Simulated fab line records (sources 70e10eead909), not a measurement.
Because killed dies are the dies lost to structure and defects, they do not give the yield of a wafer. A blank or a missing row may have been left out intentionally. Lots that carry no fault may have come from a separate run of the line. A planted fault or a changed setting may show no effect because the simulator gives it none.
Chamber matching    flow nand_harc    pecvd-04 running NHARC_P_CONTACT_DEP_30: 3 sister chambers
The step deposits SiNx, target thk 30 nm. 6 wafers are shown with their chamber, then 8 later ones without.

## WAFERS, EACH WITH ITS CHAMBER
wafer   chamber  heater_power_w (W)
L531.4  1        754
L532.3  0        715
L533.2  0        716
L533.3  2        763
L533.4  1        699
L542.1  2        758

## WAFERS WITHOUT THEIR CHAMBER
wafer   heater_power_w (W)
L542.4  750
L542.6  694
L543.4  667
L543.5  781
L543.6  849
L547.2  635
L547.4  857
L547.6  758

## EACH ONE'S CHAMBER
wafer   from the rows above           in truth
L542.4  can't be placed: 2 or 1 or 0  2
L542.6  can't be placed: 0 or 1 or 2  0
L543.4  can't be placed: 0 or 1 or 2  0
L543.5  can't be placed: 2 or 1 or 0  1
L543.6  can't be placed: 2 or 1 or 0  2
L547.2  can't be placed: 0 or 1 or 2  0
L547.4  can't be placed: 2 or 1 or 0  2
L547.6  can't be placed: 2 or 1 or 0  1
Correct placement for 0 of the 8. Can't be placed from these rows: 8 (the true chamber is among the candidates in 8). 0 placed wrongly.
How it was worked out, from the rows above alone: a wafer's distance from a chamber is the root of the sum, over the readings, of the square of ((its reading less the chamber's mean) divided by the reading's scatter). If the next closest chamber is less than 2 further off than the closest, the wafer can't be placed; otherwise it belongs to the closest. A chamber's mean is the mean of its shown wafers. How the scatter is found: for the shown wafers, subtract from each reading the mean of its chamber, square and add these, divide the total by (wafers less chambers), then take the root.
